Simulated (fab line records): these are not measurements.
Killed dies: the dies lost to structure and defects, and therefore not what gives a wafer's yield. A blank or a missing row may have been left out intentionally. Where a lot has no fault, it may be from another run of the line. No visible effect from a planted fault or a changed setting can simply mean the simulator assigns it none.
Which tool was responsible? ; flow nand-harc ; 72 wafers from 24 lots sampled at 6 of the route's 1159 steps

## WHAT THE GAUGES SHOWED, per wafer
NHARC_A_SGD_CUT_INSPECT_25. Usual: raw-defect-count at 323, with a standard deviation of 78.
lot;measured;on;raw-defect-count;flag
L074;day 14 09:05;defect-inspect-02;412 318 376;
L076;day 14 18:29;defect-inspect-02;234 261 322;
L075;day 14 18:30;defect-inspect-02;322 201 231;
L079;day 15 01:02;defect-inspect-01;372 271 389;
L077;day 15 01:02;defect-inspect-02;307 272 317;
L078;day 15 01:05;defect-inspect-02;370 378 323;
L082;day 15 21:41;defect-inspect-02;475 276 303;
L081;day 15 21:41;defect-inspect-01;304 289 424;
L080;day 16 03:53;defect-inspect-01;350 342 312;
L084;day 16 08:31;defect-inspect-02;349 362 308;
L083;day 16 08:31;defect-inspect-01;251 398 229;
L085;day 17 06:43;defect-inspect-01;187 154 274;
L088;day 17 11:15;defect-inspect-02;432 326 381;
L087;day 17 11:17;defect-inspect-01;292 357 443;
L089;day 17 19:29;defect-inspect-02;520 511 316;
L086;day 17 19:30;defect-inspect-01;277 307 257;
L090;day 18 09:50;defect-inspect-02;357 431 298;
L093;day 18 09:51;defect-inspect-01;374 243 351;
L091;day 18 09:56;defect-inspect-02;237 300 262;
L092;day 18 09:59;defect-inspect-01;326 256 346;
L094;day 20 00:01;defect-inspect-02;263 268 293;
L095;day 20 00:04;defect-inspect-02;200 240 225;
L097;day 20 00:07;defect-inspect-01;343 305 332;
L096;day 20 00:07;defect-inspect-02;352 362 404;

NHARC_A_CONTACT_CD_MEAS_69: target cd 200 nm. Usual: cd-nm at 200.2 nm, with a standard deviation of 0.48.
lot;measured;on;cd-nm (nm);flag
L074;day 16 16:29;cd-sem-02;200.0 200.0 200.2;
L076;day 17 01:32;cd-sem-03;200.6 199.7 200.7;
L075;day 17 01:59;cd-sem-02;200.3 200.7 200.8;
L079;day 17 07:46;cd-sem-01;199.9 199.9 200.3;
L077;day 17 08:09;cd-sem-03;200.8 200.2 200.5;
L078;day 18 04:31;cd-sem-01;199.9 199.7 199.8;
L082;day 18 12:56;cd-sem-03;201.1 200.6 200.9;
L081;day 18 12:20;cd-sem-01;200.9 199.6 199.7;
L080;day 18 18:37;cd-sem-03;200.3 200.9 200.6;
L084;day 18 18:17;cd-sem-01;200.0 200.5 200.5;
L083;day 18 23:56;cd-sem-02;200.5 200.1 200.6;
L085;day 19 14:05;cd-sem-02;200.4 200.2 200.5;
L088;day 19 14:54;cd-sem-01;199.7 199.8 199.7;
L087;day 19 18:41;cd-sem-01;200.2 200.8 200.5;
L089;day 20 09:29;cd-sem-03;200.2 199.9 200.5;
L086;day 20 07:44;cd-sem-01;199.5 199.9 199.8;
L090;day 20 21:49;cd-sem-02;200.9 200.8 201.1;
L093;day 20 23:31;cd-sem-03;200.1 199.3 199.0;
L091;day 20 19:45;cd-sem-03;199.4 200.1 199.7;
L092;day 21 00:01;cd-sem-03;200.6 200.7 200.4;
L094;day 22 05:32;cd-sem-01;200.6 200.5 200.2;
L095;day 22 09:58;cd-sem-03;200.2 200.0 200.7;
L097;day 22 17:38;cd-sem-03;199.2 200.3 201.0;
L096;day 22 13:52;cd-sem-02;200.9 200.1 200.6;

## WHAT TOOL EACH LOT RAN ON (gives the tool, then ch and the chambers of the sampled wafers, and finally the start)
lot;NHARC_A_SLIT_DEP_23;NHARC_A_WL_FILL_ETCHBACK_04;NHARC_A_CONTACT_ETCH_115;NHARC_A_CONTACT_ETCH_122
L074;pecvd-01 ch 1,2, day 14 11:38;rie-metal-01 ch 0,1, day 15 05:32;har-cap-etch-01 ch 0,1, day 16 11:28;har-cap-etch-01 ch 0,1, day 16 12:06
L076;pecvd-02 ch 1,2, day 14 21:20;rie-metal-02 ch 0,1, day 15 16:21;har-cap-etch-01 ch 0,1, day 16 20:01;har-cap-etch-01 ch 0,1, day 16 20:39
L075;pecvd-03 ch 0,2, day 14 21:34;rie-metal-03 ch 0,1, day 15 16:26;har-cap-etch-03 ch 0,1, day 16 21:00;har-cap-etch-03 ch 0,1, day 16 21:38
L079;pecvd-03 ch 0,1, day 15 04:30;rie-metal-02 ch 0,1, day 15 23:50;har-cap-etch-02 ch 0,1, day 17 02:44;har-cap-etch-02 ch 0,1, day 17 03:22
L077;pecvd-01 ch 0,2, day 15 04:28;rie-metal-03 ch 0, day 15 20:59;har-cap-etch-03 ch 0, day 17 03:04;har-cap-etch-03 ch 0, day 17 03:43
L078;pecvd-03 ch 0,2, day 15 06:28;rie-metal-03 ch 0,1, day 16 02:33;har-cap-etch-03 ch 0,1, day 17 20:40;har-cap-etch-03 ch 0,1, day 17 21:18
L082;pecvd-03 ch 0,2, day 16 00:51;rie-metal-01 ch 0,1, day 16 22:52;har-cap-etch-01 ch 0,1, day 18 04:05;har-cap-etch-01 ch 0,1, day 18 04:44
L081;pecvd-03 ch 0,1, day 16 02:09;rie-metal-02 ch 0,1, day 17 01:41;har-cap-etch-02 ch 0,1, day 18 03:02;har-cap-etch-02 ch 0,1, day 18 03:41
L080;pecvd-02 ch 0,2, day 16 08:10;rie-metal-03 ch 0,1, day 17 05:52;har-cap-etch-01 ch 0,1, day 18 12:28;har-cap-etch-01 ch 0,1, day 18 13:05
L084;pecvd-01 ch 0,1,2, day 16 10:56;rie-metal-03 ch 0,1, day 17 08:43;har-cap-etch-02 ch 0,1, day 18 11:27;har-cap-etch-02 ch 0,1, day 18 12:05
L083;pecvd-02 ch 0,1,2, day 16 10:53;rie-metal-03 ch 0,1, day 17 11:17;har-cap-etch-01 ch 1, day 18 18:57;har-cap-etch-01 ch 1, day 18 19:35
L085;pecvd-02 ch 0,2, day 17 10:15;rie-metal-02 ch 0,1, day 18 05:31;har-cap-etch-02 ch 0,1, day 19 08:58;har-cap-etch-02 ch 0,1, day 19 09:36
L088;pecvd-02 ch 0,1,2, day 17 13:37;rie-metal-01 ch 0,1, day 18 08:24;har-cap-etch-01 ch 0,1, day 19 09:21;har-cap-etch-01 ch 0,1, day 19 10:12
L087;pecvd-02 ch 1,2, day 17 13:49;rie-metal-03 ch 0, day 18 06:53;har-cap-etch-03 ch 0,1, day 19 13:25;har-cap-etch-03 ch 0,1, day 19 14:15
L089;pecvd-03 ch 0,1,2, day 17 21:52;rie-metal-03 ch 0,1, day 18 14:14;har-cap-etch-03 ch 0,1, day 19 23:25;har-cap-etch-03 ch 0,1, day 20 00:04
L086;pecvd-01 ch 0,1,2, day 17 23:14;rie-metal-02 ch 0,1, day 18 14:04;har-cap-etch-01 ch 0,1, day 19 23:17;har-cap-etch-01 ch 0,1, day 19 23:55
L090;pecvd-03 ch 0,1,2, day 18 13:52;rie-metal-02 ch 0,1, day 19 08:03;har-cap-etch-03 ch 0,1, day 20 13:44;har-cap-etch-03 ch 0,1, day 20 14:22
L093;pecvd-02 ch 0,1,2, day 18 14:07;rie-metal-01 ch 0,1, day 19 10:57;har-cap-etch-01 ch 0,1, day 20 18:02;har-cap-etch-01 ch 0,1, day 20 18:41
L091;pecvd-03 ch 0,2, day 18 14:35;rie-metal-03 ch 0,1, day 19 09:29;har-cap-etch-01 ch 0,1, day 20 12:55;har-cap-etch-01 ch 0,1, day 20 13:32
L092;pecvd-02 ch 0,1, day 18 15:50;rie-metal-03 ch 0,1, day 19 12:19;har-cap-etch-02 ch 0, day 20 16:56;har-cap-etch-02 ch 0, day 20 17:34
L094;pecvd-01 ch 0,2, day 20 03:20;rie-metal-02 ch 0,1, day 20 19:32;har-cap-etch-02 ch 0,1, day 22 00:34;har-cap-etch-02 ch 0,1, day 22 01:12
L095;pecvd-03 ch 0,1,2, day 20 03:40;rie-metal-01 ch 0,1, day 20 19:29;har-cap-etch-01 ch 0,1, day 22 04:43;har-cap-etch-01 ch 0,1, day 22 05:21
L097;pecvd-01 ch 0,2, day 20 03:38;rie-metal-01 ch 0,1, day 20 22:53;har-cap-etch-01 ch 0,1, day 22 10:02;har-cap-etch-01 ch 0,1, day 22 10:40
L096;pecvd-02 ch 0,1,2, day 20 05:16;rie-metal-03 ch 0,1, day 21 01:47;har-cap-etch-03 ch 0,1, day 22 07:03;har-cap-etch-03 ch 0,1, day 22 07:41
- NHARC_A_SLIT_DEP_23: deposits SiON, target thk 100 nm.
- NHARC_A_WL_FILL_ETCHBACK_04: etches the open film in NF3, target depth 60 nm, time 120 s.
- NHARC_A_CONTACT_ETCH_115: etches the open film in C4F8/O2/Ar, time 94 s, target depth 922 nm.
- NHARC_A_CONTACT_ETCH_122: etches the open film in C4F8/O2/Ar, time 95 s, target depth 930 nm.

## WHAT THE TOOLS THEMSELVES READ (means of the sampled wafers that have a number; where no wafer has one, the mark that the record gives instead)
NHARC_A_SLIT_DEP_23. Usual: heater-power-w at 741 W, with a standard deviation of 86.
lot;tool;heater-power-w (W);flag
L074;pecvd-01;822;
L076;pecvd-02;749;
L075;pecvd-03;743;
L079;pecvd-03;672;
L077;pecvd-01;721;
L078;pecvd-03;748;
L082;pecvd-03;776;
L081;pecvd-03;672;
L080;pecvd-02;732;
L084;pecvd-01;779;
L083;pecvd-02;743;
L085;pecvd-02;689;
L088;pecvd-02;740;
L087;pecvd-02;747;
L089;pecvd-03;773;
L086;pecvd-01;703;
L090;pecvd-03;793;
L093;pecvd-02;687;
L091;pecvd-03;737;
L092;pecvd-02;707;
L094;pecvd-01;718;
L095;pecvd-03;711;
L097;pecvd-01;716;
L096;pecvd-02;719;

NHARC_A_WL_FILL_ETCHBACK_04. Usual: drypump-motor-current-A 5.4 A, standard deviation 0.31; oes-product-au 1.008 a.u., standard deviation 0.012.
lot;tool;drypump-motor-current-A (A);oes-product-au (a.u.);flag
L074;rie-metal-01;5.6;0.997;
L076;rie-metal-02;5.6;0.998;
L075;rie-metal-03;5.4;1.026;
L079;rie-metal-02;5.7;1.015;
L077;rie-metal-03;4.9;1.003;
L078;rie-metal-03;5.4;1.017;
L082;rie-metal-01;5.6;1.001;
L081;rie-metal-02;5.6;0.999;
L080;rie-metal-03;5.1;1.009;
L084;rie-metal-03;5.3;1.013;
L083;rie-metal-03;5.1;1.007;
L085;rie-metal-02;5.7;1.002;
L088;rie-metal-01;5.5;0.993;
L087;rie-metal-03;4.9;1.005;
L089;rie-metal-03;5.4;1.025;
L086;rie-metal-02;5.6;1.004;
L090;rie-metal-02;5.6;0.998;
L093;rie-metal-01;5.6;0.987;
L091;rie-metal-03;5.1;1.012;
L092;rie-metal-03;5.4;1.013;
L094;rie-metal-02;5.6;1.008;
L095;rie-metal-01;5.5;1.004;
L097;rie-metal-01;5.5;1.002;
L096;rie-metal-03;5.4;1.019;

## THE ANSWER, worked out from the rows above alone
Rule: take the mean of a lot's wafers that have a number; if it is more than 3 standard deviations from the usual mean, the lot is off. A lot without any number at a reading at which 4 lots or more have one is off too. All remaining lots with rows at the step are treated as sound. After the gauges, taken in route order, come the tools' own readings; for these a lot's mean is taken, as printed above. The first step at which some lot is off is used, and at that step the reading that is off furthest; a lot without a number counts as furthest.
No lot is off on any of the readings shown, so nothing can be concluded from this.

## WHAT THE SIMULATOR HAD PUT IN
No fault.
